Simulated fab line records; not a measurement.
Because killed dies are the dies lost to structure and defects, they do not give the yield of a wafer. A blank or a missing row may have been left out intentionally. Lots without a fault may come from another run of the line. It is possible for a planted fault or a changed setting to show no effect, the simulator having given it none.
Split-lot trial    flow n5 finfet    route with 1938 steps; 7 lots, 39 wafers read

== ABOUT THE SPLIT ==
At N5_DUMMY_GATE_ETCH_42 (etches SiO2 in CHF3/O2, target depth 3.5 nm, time 31 s), the setting bias w was moved away from the recipe's 12 W on 12 of the 39 wafers read, by -16.9% to +17.1%. This setting was run at the recipe's value on the other wafers.

The reading comes from the split's own step.

== THE READING ==
rf vpp V, in V, at N5_DUMMY_GATE_ETCH_42 (etches SiO2 in CHF3/O2, target depth 3.5 nm, time 31 s). A value of 42.4 V with a standard deviation of 0.91 V is what fault-free wafers of this fab line usually give.

wafer   tool, chamber at the split  bias w as run, W  against the recipe  rf vpp V, V  against lot-mates on the recipe
L075.1  rie diel-06, 1              12                recipe              43.2         -
L075.2  rie diel-06, 2              10.7              -10.8%              38.7         -4.3
L075.3  rie diel-06, 3              12                recipe              43.2         -
L075.4  rie diel-06, 0              10.7              -10.8%              39.3         -3.7
L075.5  rie diel-06, 2              10.7              -10.8%              38.9         -4.1
L075.6  rie diel-06, 1              12                recipe              42.5         -
L079.1  rie diel-06, 1              14.05             +17.1%              47.1         +4.7
L079.2  rie diel-06, 2              12                recipe              42.3         -
L079.3  rie diel-06, 0              12                recipe              42.7         -
L079.4  rie diel-06, 3              14.05             +17.1%              47.8         +5.4
L079.5  rie diel-06, 2              14.05             +17.1%              47.5         +5.1
L079.6  rie diel-06, 3              12                recipe              42.2         -
L084.1  rie diel-02, 0              9.969             -16.9%              34.8         -7.0
L084.2  rie diel-02, 2              9.969             -16.9%              37.6         -4.2
L084.3  rie diel-02, 3              12                recipe              41.7         -
L084.4  rie diel-02, 0              12                recipe              42.5         -
L084.5  rie diel-02, 2              9.969             -16.9%              36.6         -5.2
L084.6  rie diel-02, 3              12                recipe              41.2         -
L088.1  rie diel-02, 0              12                recipe              40.6         -
L088.2  rie diel-02, 1              12                recipe              42.9         -
L088.3  rie diel-02, 3              12.74             +6.2%               43.6         +2.2
L088.4  rie diel-02, 2              12.74             +6.2%               44.7         +3.3
L088.5  rie diel-02, 0              12                recipe              40.6         -
L088.6  rie diel-02, 3              12.74             +6.2%               44.7         +3.3
L090.1  rie diel-02, 2              12                recipe              40.9         -
L090.2  rie diel-02, 1              12                recipe              43.3         -
L090.3  rie diel-02, 3              12                recipe              43.5         -
L090.4  rie diel-02, 0              12                recipe              40.5         -
L090.5  rie diel-02, 1              12                recipe              43.9         -
L090.6  rie diel-02, 2              12                recipe              42.3         -
L093.1  rie diel-02, 2              12                recipe              41.6         -
L093.2  rie diel-02, 1              12                recipe              42.4         -
L093.3  rie diel-02, 0              12                recipe              40.7         -
L093.4  rie diel-02, 1              12                recipe              43.1         -
L093.5  rie diel-02, 2              12                recipe              43.6         -
L093.6  rie diel-02, 0              12                recipe              41.5         -
L097.1  rie diel-05, 1              12                recipe              41.7         -
L097.2  rie diel-05, 0              12                recipe              40.9         -
L097.5  rie diel-05, 0              12                recipe              41.6         -

FIT RESULTS
A straight line over all 39 wafers: rf vpp V changes by +0.323 V for each +1% of bias w; r = +0.93; the points scatter about the line by 0.96 V.
The same after taking each lot's own level away (the mean of its wafers on the recipe; 39 wafers): +0.328 V for each +1%; r = +0.94; scatter 0.91 V.
Per that fit: largest bias w move, reading shift of 5.6 V.
The lots' own levels span 41.37 to 42.97 V, that is 1.8 times the standard deviation above.
The two slopes agree, so the slope changes little with the lot-to-lot level.
Check: for one of the wafers moved furthest among these (+17.1%), held out of the fit, the line's prediction against its lot-mates is +5.79 V. Against them it came out at +4.7 V.
Tool readings at the split's step, against how far the setting was moved: rf vpp V r = +0.93.

== FURTHER SPLITS ON THESE WAFERS ==
Other splits were also applied to these wafers ahead of the reading. Each is held against what the fit with the lots' levels taken away leaves over:
other split on the same wafers        wafers away from the commonest value  r with rf vpp V (lot level and that fit taken away)
N5_DUMMY_GATE_EXPOSE_12 dose mj       18                                    -0.23
N5_DUMMY_GATE_ETCH_31 target depth a  9                                     +0.03

== THE FILE'S OWN FIT ==
rf vpp V changes by +0.328 V for each +1% of bias w, r = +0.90.
